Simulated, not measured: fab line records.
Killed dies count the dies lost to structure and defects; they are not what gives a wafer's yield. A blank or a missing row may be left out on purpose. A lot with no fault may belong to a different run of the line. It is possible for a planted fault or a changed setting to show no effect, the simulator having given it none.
Chamber matching + flow n5-finfet + rie-diel-06 running N5_BEOL_M14_DESCUM_33: 4 sister chambers
The step chemistry O2, time 7.9 s. 14 wafers are shown with their chamber, then 7 later ones without.

EACH WAFER AND ITS CHAMBER
| wafer  | chamber | drypump-motor-current-A (A) | throttle-valve-pct (%) | showerhead-plenum-p-Torr (Torr) |
|--------|---------|-----------------------------|------------------------|---------------------------------|
| L075.1 | 0       | 6.0                         | 20.70                  | 2.20                            |
| L075.4 | 1       | 5.7                         | 20.25                  | 2.04                            |
| L075.5 | 2       | 5.6                         | 20.55                  | 1.99                            |
| L078.1 | 0       | 6.0                         | 20.69                  | 2.19                            |
| L078.2 | 3       | 5.7                         | 20.56                  | 2.18                            |
| L078.6 | 1       | 5.7                         | 20.25                  | 2.04                            |
| L086.1 | 1       | 5.8                         | 20.28                  | 2.04                            |
| L086.2 | 2       | 5.6                         | 20.12                  | 2.24                            |
| L086.5 | 1       | 5.8                         | 20.27                  | 2.04                            |
| L091.4 | 1       | 5.7                         | 20.28                  | 2.03                            |
| L091.5 | 2       | 5.6                         | 20.13                  | 2.24                            |
| L091.6 | 3       | 5.7                         | 20.61                  | 2.17                            |
| L095.2 | 3       | 5.7                         | 20.61                  | 2.17                            |
| L095.4 | 2       | 5.5                         | 20.15                  | 2.24                            |

SIGNATURES, as means of the wafers listed above
| reading                  | chamber 0 | chamber 1 | chamber 2 | chamber 3 | scatter within a chamber |
|--------------------------|-----------|-----------|-----------|-----------|--------------------------|
| drypump-motor-current-A  | 6.000     | 5.740     | 5.575     | 5.700     | 0.0442                   |
| throttle-valve-pct       | 20.6950   | 20.2660   | 20.2375   | 20.5933   | 0.115                    |
| showerhead-plenum-p-Torr | 2.1950    | 2.0380    | 2.1775    | 2.1733    | 0.0686                   |
Rule: for a wafer and a chamber, the distance is found by dividing, reading by reading, the gap between the wafer's reading and the chamber's mean by the reading's scatter, squaring, summing and taking the root. The wafer belongs to the nearest chamber; if the next one is less than 2 further off, it can't be placed. The scatter: take each reading less its chamber's mean, square it, sum over the shown wafers, divide by the number of wafers less the number of chambers, and take the root.

WAFERS WHOSE CHAMBER IS MISSING
| wafer  | drypump-motor-current-A (A) | throttle-valve-pct (%) | showerhead-plenum-p-Torr (Torr) |
|--------|-----------------------------|------------------------|---------------------------------|
| L095.5 | 5.5                         | 20.15                  | 2.24                            |
| L094.1 | 5.7                         | 20.30                  | 2.03                            |
| L094.3 | 5.6                         | 20.15                  | 2.24                            |
| L094.6 | 5.7                         | 20.30                  | 2.03                            |
| L097.1 | 6.0                         | 20.76                  | 2.18                            |
| L097.4 | 5.7                         | 20.65                  | 2.16                            |
| L097.6 | 6.0                         | 20.77                  | 2.18                            |

EACH ONE'S CHAMBER
| wafer  | from the rows above | in truth |
|--------|---------------------|----------|
| L095.5 | 2                   | 2        |
| L094.1 | 1                   | 1        |
| L094.3 | 2                   | 2        |
| L094.6 | 1                   | 1        |
| L097.1 | 0                   | 0        |
| L097.4 | 3                   | 3        |
| L097.6 | 0                   | 0        |
Correct placement for 7 of the 7. Number that these rows cannot place: 0. Number placed wrongly: 0.
